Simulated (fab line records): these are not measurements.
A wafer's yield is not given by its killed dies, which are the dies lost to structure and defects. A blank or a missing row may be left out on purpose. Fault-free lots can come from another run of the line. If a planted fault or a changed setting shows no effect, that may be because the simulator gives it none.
Matching of chambers    flow n5_finfet    4 sister chambers for N5_FIN_CUT_ETCH_30 on rie_diel-03
The step etches underlayer in N2/H2, target depth 13 nm, time 10.4 s. 16 wafers are shown with their chamber, then 8 later ones without.

WAFERS, EACH WITH ITS CHAMBER
wafer   chamber  showerhead_plenum_p_Torr (Torr)  drypump_motor_current_A (A)  throttle_valve_pct (%)
L082.1  2        2.59                             6.2                          17.52
L082.3  2        2.59                             6.2                          17.51
L082.5  0        2.56                             5.4                          17.85
L084.1  2        2.59                             6.2                          17.54
L084.3  3        2.39                             6.1                          18.45
L084.6  2        2.59                             6.2                          17.54
L087.1  0        2.55                             5.4                          17.91
L087.4  0        2.55                             5.4                          17.90
L087.5  2        2.59                             6.2                          17.55
L088.2  3        2.39                             6.0                          18.47
L088.3  0        2.55                             5.4                          17.90
L088.5  3        2.39                             6.1                          18.48
L092.4  1        2.42                             6.0                          17.80
L092.5  2        2.58                             6.2                          17.58
L092.6  1        2.42                             6.0                          17.82
L093.1  2        2.58                             6.2                          17.56

SIGNATURES, as means of the wafers listed above
reading                   chamber 0  chamber 1  chamber 2  chamber 3  scatter within a chamber
showerhead_plenum_p_Torr  2.5525     2.4200     2.5871     2.3900     0.00426
drypump_motor_current_A   5.400      6.000      6.200      6.067      0.0236
throttle_valve_pct        17.8900    17.8100    17.5429    18.4667    0.0227
Rule: for a wafer and a chamber, the distance is found by dividing, reading by reading, the gap between the wafer's reading and the chamber's mean by the reading's scatter, squaring, summing and taking the root. If the next closest chamber is less than 2 further off than the closest, the wafer can't be placed; otherwise it belongs to the closest. How the scatter is found: for the shown wafers, subtract from each reading the mean of its chamber, square and add these, divide the total by (wafers less chambers), then take the root.

WAFERS WHOSE CHAMBER IS MISSING
wafer   showerhead_plenum_p_Torr (Torr)  drypump_motor_current_A (A)  throttle_valve_pct (%)
L093.4  2.72                             6.0                          17.98
L093.6  2.42                             6.0                          17.83
L095.1  2.58                             6.2                          17.59
L095.2  2.55                             5.4                          17.91
L095.3  2.41                             6.0                          17.79
L096.1  2.55                             5.4                          17.91
L096.3  2.41                             6.0                          17.82
L096.4  2.58                             6.2                          17.56

WHICH CHAMBER EACH WENT THROUGH
wafer    from the rows above   in truth
L093.4   2                     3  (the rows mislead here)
L093.6   1                     1
L095.1   2                     2
L095.2   0                     0
L095.3   1                     1
L096.1   0                     0
L096.3   1                     1
L096.4   2                     2
7 of 8 placed correctly. Number that these rows cannot place: 0. 1 placed wrongly.
